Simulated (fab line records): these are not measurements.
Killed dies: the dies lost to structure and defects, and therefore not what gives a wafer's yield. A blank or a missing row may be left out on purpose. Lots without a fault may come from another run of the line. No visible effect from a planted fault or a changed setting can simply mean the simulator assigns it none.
Matching of chambers :: flow n5 finfet :: N5_BEOL_M4_DESCUM_33 on rie diel-04 has 4 sister chambers
The step chemistry O2, time 7 s. 22 wafers are shown with their chamber, then 11 later ones without.

WAFERS PAIRED WITH THEIR CHAMBERS
wafer: L077.3
chamber: 3
drypump motor current A (A): 6.1
showerhead plenum p Torr (Torr): 2.03
throttle valve pct (%): 20.26

wafer: L077.4
chamber: 2
drypump motor current A (A): 5.5
showerhead plenum p Torr (Torr): 2.12
throttle valve pct (%): 19.95

wafer: L077.6
chamber: 1
drypump motor current A (A): 5.4
showerhead plenum p Torr (Torr): 2.08
throttle valve pct (%): 20.38

wafer: L079.2
chamber: 0
drypump motor current A (A): 6.2
showerhead plenum p Torr (Torr): 2.14
throttle valve pct (%): 20.21

wafer: L079.4
chamber: 1
drypump motor current A (A): 5.4
showerhead plenum p Torr (Torr): 2.08
throttle valve pct (%): 20.39

wafer: L079.6
chamber: 2
drypump motor current A (A): 5.5
showerhead plenum p Torr (Torr): 2.12
throttle valve pct (%): 19.94

wafer: L080.4
chamber: 2
drypump motor current A (A): 5.5
showerhead plenum p Torr (Torr): 2.12
throttle valve pct (%): 19.96

wafer: L080.5
chamber: 3
drypump motor current A (A): 6.1
showerhead plenum p Torr (Torr): 2.03
throttle valve pct (%): 20.26

wafer: L080.6
chamber: 2
drypump motor current A (A): 5.5
showerhead plenum p Torr (Torr): 2.12
throttle valve pct (%): 19.97

wafer: L083.1
chamber: 2
drypump motor current A (A): 5.5
showerhead plenum p Torr (Torr): 2.12
throttle valve pct (%): 19.99

wafer: L083.3
chamber: 3
drypump motor current A (A): 6.2
showerhead plenum p Torr (Torr): 2.03
throttle valve pct (%): 20.27

wafer: L083.5
chamber: 2
drypump motor current A (A): 5.5
showerhead plenum p Torr (Torr): 2.12
throttle valve pct (%): 19.95

wafer: L088.2
chamber: 1
drypump motor current A (A): 5.4
showerhead plenum p Torr (Torr): 2.08
throttle valve pct (%): 20.39

wafer: L088.4
chamber: 2
drypump motor current A (A): 5.5
showerhead plenum p Torr (Torr): 2.12
throttle valve pct (%): 19.98

wafer: L088.6
chamber: 3
drypump motor current A (A): 6.1
showerhead plenum p Torr (Torr): 2.03
throttle valve pct (%): 20.27

wafer: L086.2
chamber: 0
drypump motor current A (A): 6.2
showerhead plenum p Torr (Torr): 2.13
throttle valve pct (%): 20.23

wafer: L086.5
chamber: 3
drypump motor current A (A): 6.2
showerhead plenum p Torr (Torr): 2.03
throttle valve pct (%): 20.27

wafer: L086.6
chamber: 0
drypump motor current A (A): 6.2
showerhead plenum p Torr (Torr): 2.13
throttle valve pct (%): 20.23

wafer: L087.1
chamber: 1
drypump motor current A (A): 5.4
showerhead plenum p Torr (Torr): 2.07
throttle valve pct (%): 20.42

wafer: L087.4
chamber: 0
drypump motor current A (A): 6.2
showerhead plenum p Torr (Torr): 2.13
throttle valve pct (%): 20.24

wafer: L087.5
chamber: 3
drypump motor current A (A): 6.2
showerhead plenum p Torr (Torr): 2.02
throttle valve pct (%): 20.29

wafer: L091.1
chamber: 3
drypump motor current A (A): 6.2
showerhead plenum p Torr (Torr): 2.02
throttle valve pct (%): 20.31

SIGNATURES (means of the wafers above)
reading: drypump motor current A
chamber 0: 6.200
chamber 1: 5.400
chamber 2: 5.500
chamber 3: 6.157
scatter within a chamber: 0.0309

reading: showerhead plenum p Torr
chamber 0: 2.1325
chamber 1: 2.0775
chamber 2: 2.1200
chamber 3: 2.0271
scatter within a chamber: 0.00403

reading: throttle valve pct
chamber 0: 20.2275
chamber 1: 20.3950
chamber 2: 19.9629
chamber 3: 20.2757
scatter within a chamber: 0.0171
Rule: distance of a wafer from a chamber = root of the sum over the readings of ((wafer's reading minus chamber's mean) / reading's scatter) squared. The wafer belongs to the nearest chamber; if the next one is less than 2 further off, it can't be placed. The scatter: take each reading less its chamber's mean, square it, sum over the shown wafers, divide by the number of wafers less the number of chambers, and take the root.

WAFERS MISSING THEIR CHAMBER
wafer: L091.2
drypump motor current A (A): 5.5
showerhead plenum p Torr (Torr): 2.11
throttle valve pct (%): 19.98

wafer: L091.6
drypump motor current A (A): 6.2
showerhead plenum p Torr (Torr): 2.13
throttle valve pct (%): 20.26

wafer: L095.1
drypump motor current A (A): 6.1
showerhead plenum p Torr (Torr): 2.02
throttle valve pct (%): 20.30

wafer: L095.4
drypump motor current A (A): 5.4
showerhead plenum p Torr (Torr): 2.07
throttle valve pct (%): 20.41

wafer: L095.5
drypump motor current A (A): 6.2
showerhead plenum p Torr (Torr): 2.02
throttle valve pct (%): 20.31

wafer: L094.1
drypump motor current A (A): 6.1
showerhead plenum p Torr (Torr): 2.02
throttle valve pct (%): 20.30

wafer: L094.2
drypump motor current A (A): 5.4
showerhead plenum p Torr (Torr): 2.07
throttle valve pct (%): 20.44

wafer: L094.4
drypump motor current A (A): 5.5
showerhead plenum p Torr (Torr): 2.11
throttle valve pct (%): 20.00

wafer: L096.1
drypump motor current A (A): 6.2
showerhead plenum p Torr (Torr): 2.13
throttle valve pct (%): 20.26

wafer: L096.2
drypump motor current A (A): 6.1
showerhead plenum p Torr (Torr): 2.02
throttle valve pct (%): 20.32

wafer: L096.3
drypump motor current A (A): 5.4
showerhead plenum p Torr (Torr): 2.07
throttle valve pct (%): 20.43

WHICH CHAMBER EACH WENT THROUGH
wafer: L091.2
from the rows above: 2
in truth: 2

wafer: L091.6
from the rows above: 0
in truth: 0

wafer: L095.1
from the rows above: 3
in truth: 3

wafer: L095.4
from the rows above: 1
in truth: 1

wafer: L095.5
from the rows above: 3
in truth: 3

wafer: L094.1
from the rows above: 3
in truth: 3

wafer: L094.2
from the rows above: 1
in truth: 1

wafer: L094.4
from the rows above: 2
in truth: 2

wafer: L096.1
from the rows above: 0
in truth: 0

wafer: L096.2
from the rows above: 3
in truth: 3

wafer: L096.3
from the rows above: 1
in truth: 1
11 of 11 placed correctly. Number that these rows cannot place: 0. Wrongly placed: 0.
